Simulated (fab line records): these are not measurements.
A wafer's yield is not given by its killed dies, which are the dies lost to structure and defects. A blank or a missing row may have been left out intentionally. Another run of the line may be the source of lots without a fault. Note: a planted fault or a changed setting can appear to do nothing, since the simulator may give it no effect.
Split-lot trial | flow n5_finfet | on a route of 1938 steps: 7 lots, 21 wafers read

== THE SPLIT ==
At N5_BEOL_M12_ETCH_38 (etches SiCN in CF4/N2, target depth 68.7 nm, time 73.4 s), the setting time_s was moved away from the recipe's 73.4 s on 8 of the 21 wafers read, by -16.8% to +16.0%. The other wafers ran this setting at the recipe's value.

The reading comes from the split's own step.

== THE READING ==
etch.depth_nm (the simulator's own value, which no gauge read), in nm, at N5_BEOL_M12_ETCH_38 (etches SiCN in CF4/N2, target depth 68.7 nm, time 73.4 s). The file does not state a usual value for it. Across the 13 wafers here that went through the recipe, the average is 58.62 nm and the standard deviation 1.5 nm.

wafer  | tool, chamber at the split | time_s as run, s | against the recipe | etch.depth_nm, nm | against lot-mates on the recipe
L076.3 | rie_diel-04, 1             | 73.4             | recipe             | 60.92             | -
L076.4 | rie_diel-04, 3             | 73.4             | recipe             | 60.01             | -
L076.5 | rie_diel-04, 0             | 73.4             | recipe             | 58.46             | -
L078.2 | rie_diel-01, 0             | 73.4             | recipe             | 56.14             | -
L078.3 | rie_diel-01, 2             | 73.4             | recipe             | 56.06             | -
L078.4 | rie_diel-01, 1             | 73.4             | recipe             | 58.95             | -
L080.2 | rie_diel-04, 2             | 68.55            | -6.6%              | 53.52             | -6.90
L080.3 | rie_diel-04, 0             | 68.55            | -6.6%              | 54.62             | -5.80
L080.4 | rie_diel-04, 1             | 73.4             | recipe             | 60.42             | -
L083.2 | rie_diel-01, 2             | 61.07            | -16.8%             | 46.91             | -12.03
L083.3 | rie_diel-01, 1             | 61.07            | -16.8%             | 49.06             | -9.88
L083.6 | rie_diel-01, 1             | 73.4             | recipe             | 58.94             | -
L084.1 | rie_diel-04, 0             | 68.73            | -6.4%              | 55.24             | -2.24
L084.2 | rie_diel-04, 2             | 73.4             | recipe             | 57.48             | -
L084.3 | rie_diel-04, 1             | 68.73            | -6.4%              | 56.77             | -0.71
L087.1 | rie_diel-04, 0             | 85.12            | +16.0%             | 70.25             | +10.56
L087.2 | rie_diel-04, 3             | 85.12            | +16.0%             | 68.74             | +9.05
L087.4 | rie_diel-04, 1             | 73.4             | recipe             | 59.69             | -
L090.1 | rie_diel-02, 1             | 73.4             | recipe             | 59.11             | -
L090.2 | rie_diel-02, 0             | 73.4             | recipe             | 57.35             | -
L090.3 | rie_diel-02, 2             | 73.4             | recipe             | 58.59             | -

FIT RESULTS
A straight line over all 21 wafers: etch.depth_nm changes by +0.647 nm for each +1% of time_s; r = +0.96; the points scatter about the line by 1.4 nm.
The same after taking each lot's own level away (the mean of its wafers on the recipe; 21 wafers): +0.63 nm for each +1%; r = +0.96; scatter 1.4 nm.
According to that fit, moving time_s by its largest amount changes the reading by 11 nm.
The span of the lots' own levels, 57.050 to 60.420 nm, comes to 2.3 times the standard deviation stated above.
The two slopes are in agreement: the lot-to-lot level therefore moves the slope only a little.
Check: -10.2 nm against its lot-mates is what the line predicts for one of the wafers moved furthest among these (-16.8%) when that wafer is left out of the fit. Against them it came out at -12 nm.

== OTHER SPLITS ON THESE WAFERS ==
These wafers also went through other splits before the reading. Each is held against what the fit with the lots' levels taken away leaves over:
other split on the same wafers | wafers away from the commonest value | r with etch.depth_nm (lot level and that fit taken away)
N5_BEOL_M8_COAT_22 spin_rpm    | 5                                    | +0.01
N5_BEOL_M9_COAT_05 spin_rpm    | 10                                   | -0.37
N5_BEOL_M10_COAT_63 spin_rpm   | 4                                    | +0.22
N5_BEOL_M10_COAT_22 spin_rpm   | 8                                    | +0.32
N5_BEOL_M11_ETCH_41 time_s     | 6                                    | +0.09

== THE FILE'S OWN FIT ==
etch.depth_nm changes by +0.631 nm for each +1% of time_s, r = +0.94.
